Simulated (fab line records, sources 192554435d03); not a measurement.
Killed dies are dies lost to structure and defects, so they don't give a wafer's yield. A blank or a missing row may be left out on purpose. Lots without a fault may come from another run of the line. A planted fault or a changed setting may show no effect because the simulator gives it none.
Which tool did it? | flow n5_finfet | 10 lots, 30 wafers sampled, at 5 steps of a route of 1938

WHAT THE GAUGES READ, wafer by wafer
N5_BEOL_M0_SAQP_CD_MEAS_29: target cd 14.4 nm.
lot  | measured     | on        | cd_nm (nm)
L076 | day 6 04:05  | cd_sem-01 | 14.71 14.81 14.89
L078 | day 7 01:02  | cd_sem-02 | 14.77 14.89 14.95
L080 | day 7 08:48  | cd_sem-01 | 14.92 14.89 15.38
L082 | day 7 22:08  | cd_sem-02 | 15.13 14.91 15.30
L084 | day 8 14:49  | cd_sem-02 | 15.06 15.03 14.98
L086 | day 8 17:44  | cd_sem-01 | 15.14 14.78 14.94
L087 | day 9 13:34  | cd_sem-01 | 15.26 15.11 14.86
L090 | day 9 21:06  | cd_sem-02 | 15.38 15.19 15.22
L092 | day 10 11:54 | cd_sem-03 | 15.30 15.36 14.91
L096 | day 11 06:44 | cd_sem-01 | 15.12 14.67 15.17

WHICH TOOL RAN EACH LOT (tool, then ch and the chambers of the sampled wafers, then the start)
lot  | N5_BEOL_M0_SAQP_ETCH_84            | N5_BEOL_M0_SAQP_STRIP_86           | N5_BEOL_M0_SAQP_RECESS_109         | N5_BEOL_M0_SAQP_SPACER2_ETCHBACK_27
L076 | rie_diel-02 ch 0,2, day 6 00:38    | rie_diel-03 ch 0,2, day 6 00:55    | vapor_etch-02 ch 0,1, day 6 02:58  | rie_diel-03 ch 1,2, day 6 03:53
L078 | rie_diel-03 ch 0,2,3, day 6 21:11  | rie_diel-06 ch 0,2,3, day 6 21:33  | vapor_etch-02 ch 0,1, day 6 23:53  | rie_diel-06 ch 0,2,3, day 7 00:50
L080 | rie_diel-06 ch 1,2,3, day 7 03:28  | rie_diel-03 ch 1,2,3, day 7 03:45  | vapor_etch-01 ch 0,1, day 7 05:50  | rie_diel-03 ch 0,1, day 7 08:37
L082 | rie_diel-03 ch 0,1,2, day 7 18:38  | rie_diel-03 ch 0,1,3, day 7 18:56  | vapor_etch-02 ch 0,1, day 7 21:07  | rie_diel-03 ch 0,2,3, day 7 21:56
L084 | rie_diel-02 ch 2,3, day 8 10:04    | rie_diel-02 ch 0,1, day 8 10:23    | vapor_etch-01 ch 0,1, day 8 12:42  | rie_diel-03 ch 0,3, day 8 14:37
L086 | rie_diel-02 ch 1,2,3, day 8 13:03  | rie_diel-02 ch 0,2,3, day 8 13:20  | vapor_etch-01 ch 1, day 8 16:51    | rie_diel-02 ch 1,2,3, day 8 17:33
L087 | rie_diel-03 ch 0,1, day 9 10:08    | rie_diel-06 ch 2,3, day 9 10:26    | vapor_etch-02 ch 0,1, day 9 12:41  | rie_diel-06 ch 0,2,3, day 9 13:22
L090 | rie_diel-03 ch 0,1,3, day 9 17:16  | rie_diel-03 ch 0,3, day 9 17:34    | vapor_etch-02 ch 0,1, day 9 20:11  | rie_diel-06 ch 2,3, day 9 20:54
L092 | rie_diel-03 ch 0,3, day 10 08:29   | rie_diel-02 ch 0,2, day 10 08:46   | vapor_etch-02 ch 0,1, day 10 11:02 | rie_diel-06 ch 0,2,3, day 10 11:41
L096 | rie_diel-06 ch 0,1,2, day 11 03:15 | rie_diel-06 ch 0,1,2, day 11 03:40 | vapor_etch-02 ch 0,1, day 11 05:50 | rie_diel-06 ch 0,1,3, day 11 06:32
- N5_BEOL_M0_SAQP_ETCH_84: etches SOC in N2/H2, target depth 100 nm, overetch 20 nm, time 150 s.
- N5_BEOL_M0_SAQP_STRIP_86: strips in N2/H2.
- N5_BEOL_M0_SAQP_RECESS_109: chemistry HF/NH3, target SiO2, target depth 3 nm, afs cycles 1, sublimation time 60 s.
- N5_BEOL_M0_SAQP_SPACER2_ETCHBACK_27: etches SiO2 in CHF3/O2, target depth 22.5 nm, time 11.25 s.

THE ANSWER, worked out from the rows above alone
Rule: what is usual is taken from the lots themselves. Put in order of their means at a reading, lots are off if they are a third of the lots or fewer, leave a main group of 4 or more, and stand apart from it by a gap of 3 or more times the standard deviation of the main group's means; of several such gaps the widest counts. A main group whose means are all the same, to the digits that the tables above print for the reading, isn't used. A lot without any number at a reading at which 4 lots or more have one is off too. The other lots that the step has rows for count as sound.
No lot is off at any reading shown: from this, nothing can be told.

WHAT THE SIMULATOR HAD PUT IN
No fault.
